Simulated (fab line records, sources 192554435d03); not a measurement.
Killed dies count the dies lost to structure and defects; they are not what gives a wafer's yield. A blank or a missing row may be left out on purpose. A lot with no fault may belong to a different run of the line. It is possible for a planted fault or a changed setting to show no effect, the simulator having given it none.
fab line records	flow n5_finfet
record lots=9	wafers=27	last_day=22
route steps=1938 shown WELL_APT@44 PMOS_HMC_CHANNEL_EPI@66 FIN_SAQP@94 BEOL_M4@1111
lots that met no fault: taken from a fault-free run of the same line
start_h: the number of hours between the record's first day and the start of the first shown wafer of the lot	wait_h: time in hours since the lot's previous step	" the same as in the row above	L1.1+2: one row covering several wafers at once	- no value, or no start was given	* or withheld: withheld	< > ~ a bound
route shown NAME@n: names a module that has steps shown in the file, with the first one's number in the route	usual: mean/standard deviation of fault-free wafers	same: alike in all rows	chamber/n: place in a boat	sites: the reading at each site	_std_site: the standard deviation of these	_edge_site: the outer-site mean with the inner-site mean subtracted	radius_mm: how far each site lies from the wafer's centre	mask NAME#n: copy n	behind: the last tool/chamber to shape the wafer	hold: cause of the lot's hold/its duration in hours/its outcome	device: whichever transistor did not switch (one of n, p or np)	end of line: the tests these same wafers got at the end of their route	a step given without rows: its recipe and nothing more	killed: dies that structure and defects cost at the first sort, which is not the same as the wafer's yield	map: a wafer's dies, marking killed ones x, the rest . and places with no die _
set.NAME: the setting that was run; set.NAME@STEP: the one run at that earlier step	model.NAME: the simulator's own value behind a step, which no gauge read
a sample of lots followed through the steps of the route, with each step as a table and each wafer as a row
services: a tool's chamber out of use, with start hour (start_h, from the record's first day; less than 0 if before it), hours out, and reason
## steps
# step N5_WELL_APT_OVL_MEAS_26
# recipe points_per_wafer=44
# usual PWELL_OVL=-2/5.3
# same points_per_wafer=44
lot.wafer	tool	chamber	start_h	wait_h	PWELL_OVL[nm]
L145.4	overlay-01	0	38.99	0.0	-2
L145.5	"	0	"	"	-6
L145.6	"	0	"	"	-11
L146.1	overlay-02	0	44.90	0.0	11
L146.3	"	0	"	"	6
L146.4	"	0	"	"	-2
L149.1	overlay-01	0	62.84	0.0	-1
L149.3	"	0	"	"	-1
L149.6	"	0	"	"	0
L151.4	overlay-01	0	75.38	0.0	-5
L151.5	"	0	"	"	3
L151.6	"	0	"	"	6
L157.3	overlay-02	0	111.05	0.0	-1
L157.5	"	0	"	"	-3
L157.6	"	0	"	"	-10
L158.1	overlay-02	0	117.04	0.0	-4
L158.2	"	0	"	"	6
L158.3	"	0	"	"	-4
L161.1	overlay-02	0	135.45	0.0	-13
L161.5	"	0	"	"	-8
L161.6	"	0	"	"	-9
L163.3	overlay-02	0	147.22	0.0	3
L163.4	"	0	"	"	-6
L163.6	"	0	"	"	-3
L164.3	overlay-02	0	153.21	0.0	5
L164.4	"	0	"	"	11
L164.5	"	0	"	"	-3
# step N5_PMOS_HMC_CHANNEL_EPI_OVL_MEAS_10
# recipe points_per_wafer=44
# usual PMOS_HMC_BLK_OVL=0.0/0.6
# same points_per_wafer=44
lot.wafer	tool	chamber	start_h	wait_h	PMOS_HMC_BLK_OVL[nm]
L145.4	overlay-01	0	41.30	0.0	0.5
L145.5	"	0	"	"	-0.3
L145.6	"	0	"	"	1.0
L146.1	overlay-01	0	47.30	0.0	0.5
L146.3	"	0	"	"	0.5
L146.4	"	0	"	"	0.3
L149.1	overlay-02	0	65.32	0.0	1.3
L149.3	"	0	"	"	-0.1
L149.6	"	0	"	"	0.6
L151.4	overlay-02	0	77.75	0.0	0.3
L151.5	"	0	"	"	0.3
L151.6	"	0	"	"	0.3
L157.3	overlay-01	0	113.52	0.0	0.0
L157.5	"	0	"	"	0.2
L157.6	"	0	"	"	0.0
L158.1	overlay-02	0	119.63	0.0	0.5
L158.2	"	0	"	"	-0.9
L158.3	"	0	"	"	0.9
L161.1	overlay-01	0	137.80	0.0	-0.4
L161.5	"	0	"	"	0.0
L161.6	"	0	"	"	-1.0
L163.3	overlay-02	0	149.94	0.0	-0.5
L163.4	"	0	"	"	-0.9
L163.6	"	0	"	"	0.1
L164.3	overlay-01	0	155.63	0.0	-0.4
L164.4	"	0	"	"	0.3
L164.5	"	0	"	"	0.3
# step N5_FIN_SAQP_ALD_61
# recipe material=SiO2	target_thk_a=40	temp_c=300	ald_precursor_family=BDEAS	ald_co_reactant=O2-plasma	pulse_time_s=1	purge_time_s=2	co_reactant_purge_time_s=2	ald_cycles=43	pressure_torr=2
# usual heater_power_w=462/44	precursor_pulse_height_rel=1.001/0.021	susceptor_temp_C=299.98/0.18
lot.wafer	tool	chamber	start_h	wait_h	heater_power_w	precursor_pulse_height_rel	susceptor_temp_C
L145.4	ald_sin-04	2	44.92	0.0	413	0.986	300.14
L145.5	"	1	"	"	431	1.001	299.75
L145.6	"	2	"	"	424	1.006	299.91
L146.1	ald_sin-04	3	50.72	0.0	540	1.028	300.05
L146.3	"	2	"	"	423	1.007	300.10
L146.4	"	1	"	"	448	1.005	299.90
L149.1	ald_sin-04	0	69.52	0.0	482	1.009	300.00
L149.3	"	2	"	"	424	1.020	300.16
L149.6	"	1	"	"	445	0.995	300.09
L151.4	ald_sin-04	2	81.17	0.0	426	1.006	299.87
L151.5	"	1	"	"	451	1.018	299.73
L151.6	"	2	"	"	426	1.016	299.88
L157.3	ald_sin-04	0	116.99	0.0	396	1.016	272.51
L157.5	"	0	"	"	386	1.011	272.23
L157.6	"	3	"	"	435	0.988	272.25
L158.1	ald_sin-04	2	123.14	0.0	339	0.997	272.75
L158.2	"	1	"	"	354	0.974	272.29
L158.3	"	0	"	"	397	1.009	272.10
L161.1	ald_sin-02	3	140.77	0.0	443	0.952	300.00
L161.5	"	1	"	"	452	0.986	300.12
L161.6	"	2	"	"	446	1.039	300.45
L163.3	ald_sin-02	0	153.05	0.2	441	1.005	299.63
L163.4	"	2	"	"	455	1.011	299.77
L163.6	"	1	"	"	452	0.989	300.13
L164.3	ald_sin-02	3	159.50	0.8	455	1.000	299.82
L164.4	"	2	"	"	445	0.981	299.90
L164.5	"	1	"	"	476	0.966	300.06
# step N5_FIN_SAQP_ETCH_51
# recipe chemistry=CF4	target=SiARC	target_depth_a=455	mask_material=CAR-ArF	time_s=75.8	ion_energy_ev=80	pressure_mtorr=40	source_w=545	bias_w=36	Ar_flow_sccm=100	cf4_flow_sccm=100	ends=cleared
# usual bias_w=35.99/0.11	drypump_motor_current_A=5.6/0.36	etch_rf_on_time_s=76.0/0.92	oes_product_au=0.66/0.072	rf_vpp_V=184.0/1.3	showerhead_plenum_p_Torr=2.13/0.076	throttle_valve_pct=15.69/0.13
lot.wafer	tool	chamber	start_h	wait_h	bias_w	drypump_motor_current_A	etch_rf_on_time_s	oes_product_au	rf_hours_counter_h	rf_vpp_V	showerhead_plenum_p_Torr	throttle_valve_pct
L145.4	rie_diel-05	0	46.46	0.0	36.00	6.3	78.5	0.60	227	185.2	2.19	15.88
L145.5	"	0	"	"	36.12	6.3	77.5	0.60	-	184.6	2.19	15.86
L145.6	"	1	"	"	35.83	5.4	78.7	0.58	-	184.7	2.04	15.70
L146.1	rie_diel-02	1	52.19	0.0	35.78	5.8	75.8	0.67	122	183.6	2.24	15.54
L146.3	"	0	"	"	35.91	5.6	76.1	0.64	151	182.7	2.06	15.53
L146.4	"	3	"	"	36.10	5.6	78.2	0.69	102	184.5	2.07	15.67
L149.1	rie_diel-02	0	71.03	0.0	36.03	5.6	76.0	0.63	158	182.5	2.06	15.55
L149.3	"	1	"	"	36.07	5.7	74.8	0.66	129	184.6	2.23	15.56
L149.6	"	0	"	"	36.05	5.6	75.8	0.64	-	182.2	2.06	15.54
L151.4	rie_diel-04	2	82.40	0.0	36.00	5.2	76.3	0.62	-	184.1	2.13	15.69
L151.5	"	1	"	"	36.06	5.6	76.5	0.85	-	183.7	2.10	15.60
L151.6	"	0	"	"	36.03	6.1	76.4	0.59	-	182.7	2.04	15.82
L157.3	rie_diel-04	2	118.34	0.0	35.93	5.1	76.3	0.61	188	184.0	2.13	15.71
L157.5	"	1	"	"	36.07	5.6	75.0	0.82	-	182.9	2.10	15.59
L157.6	"	2	"	"	36.11	5.2	76.1	0.62	-	184.1	2.13	15.72
L158.1	rie_diel-02	3	124.47	0.0	36.01	5.6	77.7	0.67	125	184.9	2.06	15.71
L158.2	"	2	"	"	36.06	5.7	75.5	0.71	77	185.1	2.25	15.62
L158.3	"	0	"	"	35.89	5.6	75.9	0.62	175	184.1	2.05	15.57
L161.1	rie_diel-02	3	142.17	0.0	35.97	5.6	77.3	0.67	132	182.3	2.06	15.74
L161.5	"	1	"	"	35.85	5.8	75.5	0.64	-	184.8	2.23	15.60
L161.6	"	0	"	"	35.87	5.6	75.9	0.62	-	183.7	2.05	15.57
L163.3	rie_diel-02	1	154.48	0.0	35.90	5.8	76.0	0.64	157	186.2	2.22	15.60
L163.4	"	2	"	"	35.78	5.6	75.8	0.70	-	186.6	2.24	15.63
L163.6	"	3	"	"	36.02	5.6	78.1	0.65	-	182.7	2.06	15.73
L164.3	rie_diel-02	2	161.09	0.0	35.92	5.6	75.1	0.70	91	185.0	2.24	15.64
L164.4	"	3	"	"	36.25	5.6	77.3	0.66	140	183.1	2.06	15.76
L164.5	"	3	"	"	36.08	5.6	78.1	0.65	-	184.4	2.06	15.75
# step N5_BEOL_M4_RC_MEAS_101
# usual DIBL_N=36.3/1.1	DIBL_P=36.3/1.4	IOFF_N=0.155/0.019	IOFF_P=0.211/0.027	ION_N=672/8.5	ION_P=462/5.8	SS_N=71.5/0.56	SS_P=73.3/0.52	VT_N=249.9/2.5	VT_P=-249.8/2.8
lot.wafer	tool	chamber	start_h	wait_h	DIBL_N[mV/V]	DIBL_P[mV/V]	IOFF_N[nA/um]	IOFF_P[nA/um]	ION_N[uA/um]	ION_P[uA/um]	SS_N[mV/dec]	SS_P[mV/dec]	VT_N[mV]	VT_P[mV]
L145.4	prober-01	0	238.37	0.5	37.2	37.1	0.172	0.244	676	472	71.9	73.9	248.4	-244.4
L145.5	"	0	"	"	36.5	36.6	0.161	0.243	672	467	71.8	73.0	247.0	-247.3
L145.6	"	0	"	"	35.9	35.2	0.140	0.227	669	469	71.0	72.7	252.1	-248.4
L146.1	prober-01	0	250.22	0.0	36.3	36.4	0.166	0.199	684	462	71.2	73.6	248.7	-252.6
L146.3	"	0	"	"	34.8	33.7	0.135	0.167	677	463	71.3	72.6	252.9	-251.8
L146.4	"	0	"	"	36.3	35.6	0.171	0.199	691	465	71.8	73.6	248.2	-250.2
L151.4	prober-02	0	322.57	0.5	36.8	35.7	0.137	0.201	677	467	70.4	72.5	250.5	-250.7
L151.5	"	0	"	"	37.9	37.1	0.163	0.222	675	468	71.6	73.2	249.0	-246.1
L151.6	"	0	"	"	37.7	37.4	0.156	0.216	672	461	71.7	74.0	248.3	-251.8
L157.3	prober-01	0	351.59	0.3	35.4	36.2	0.143	0.196	665	461	71.9	73.2	253.8	-252.5
L157.5	"	0	"	"	35.7	37.6	0.146	0.219	669	463	71.4	73.5	252.3	-248.9
L157.6	"	0	"	"	34.8	35.6	0.134	0.186	658	454	72.3	73.0	252.1	-251.9
L164.3	prober-02	0	364.69	0.3	37.2	36.6	0.171	0.241	678	467	72.2	73.7	251.6	-246.2
L164.4	"	0	"	"	38.7	36.8	0.196	0.250	671	461	72.8	73.2	246.3	-246.9
L164.5	"	0	"	"	37.2	35.6	0.161	0.223	674	464	71.9	73.3	247.5	-249.5
L158.1	prober-01	0	376.28	0.0	36.3	36.6	0.168	0.226	687	470	71.9	73.7	247.1	-248.9
L158.2	"	0	"	"	36.7	36.6	0.178	0.231	688	471	71.6	74.1	243.7	-246.9
L158.3	"	0	"	"	35.7	35.8	0.158	0.221	690	471	71.9	73.8	247.6	-246.9
L161.1	prober-02	0	390.06	0.0	36.5	36.4	0.150	0.210	676	466	71.5	72.9	250.0	-250.0
L161.5	"	0	"	"	40.0	40.9	0.228	0.301	699	479	72.5	74.0	242.9	-244.8
L161.6	"	0	"	"	37.1	37.2	0.171	0.236	677	471	71.1	73.1	246.3	-247.0
L149.1	prober-02	0	399.64	0.0	35.6	35.6	0.134	0.184	670	460	71.4	73.3	250.1	-253.3
L149.3	"	0	"	"	35.7	36.2	0.138	0.190	664	463	71.3	72.7	251.8	-253.4
L149.6	"	0	"	"	36.2	36.6	0.144	0.195	668	461	71.4	73.2	250.7	-251.7
L163.3	prober-01	0	401.12	0.3	35.6	35.2	0.158	0.210	682	464	72.1	73.3	248.2	-248.4
L163.4	"	0	"	"	36.3	34.7	0.159	0.200	666	459	72.0	73.4	249.2	-250.9
L163.6	"	0	"	"	36.0	35.2	0.158	0.205	675	458	71.3	73.0	249.8	-249.2
## services
tool	chamber	start_h	hours	kind
ald_sin-04	3	24.02	1.6	repair
ald_sin-04	2	40.18	4.4	repair
rie_diel-04	1	54.35	-	clean
rie_diel-04	1	54.35	-	consumable_replace:focus_ring
rie_diel-04	1	54.35	18.2	scheduled_down
rie_diel-04	1	54.35	18.2	vent_cycle
ald_sin-02	-	70.72	0.3	repair
rie_diel-04	3	81.15	6.9	repair
ald_sin-04	3	91.66	9.1	repair
rie_diel-05	0	113.99	-	clean
rie_diel-05	0	113.99	-	consumable_replace:focus_ring
rie_diel-05	0	113.99	24.4	scheduled_down
rie_diel-05	0	113.99	24.4	vent_cycle
rie_diel-05	1	126.71	2.8	repair
rie_diel-05	2	144.20	3.8	repair
rie_diel-04	0	157.01	-	clean
rie_diel-04	0	157.01	-	consumable_replace:focus_ring
rie_diel-04	0	157.01	-	consumable_replace:showerhead
rie_diel-04	0	157.01	20.0	scheduled_down
rie_diel-04	0	157.01	20.0	vent_cycle
rie_diel-05	1	157.39	-	clean
rie_diel-05	1	157.39	-	consumable_replace:focus_ring
rie_diel-05	1	157.39	-	consumable_replace:showerhead
rie_diel-05	1	157.39	18.2	scheduled_down
## key
first_sign step=N5_FIN_SAQP_ALD_61	reading=susceptor_temp_C	direction=down	sigmas=99+	usual=*	struck=*
effect step=N5_FIN_SAQP_ALD_61	reading=heater_power_w	direction=down	sigmas=1.8	usual=*	struck=*	wafers_moved=4
met_at N5_FIN_SAQP_ALD_61
struck_lots L157,L158
not_acting_at N5_WELL_APT_OVL_MEAS_26,N5_PMOS_HMC_CHANNEL_EPI_OVL_MEAS_10,N5_FIN_SAQP_ETCH_51
onset_between 81.17 116.99
fault kind=process_parameter_drift	tool=ald_sin-04	chamber=-	onset_h=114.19	steps=N5_FIN_SAQP_ALD_61	channel=temp_c	offset=*	shape=step	end_h=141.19	acts_in=*	stated=*
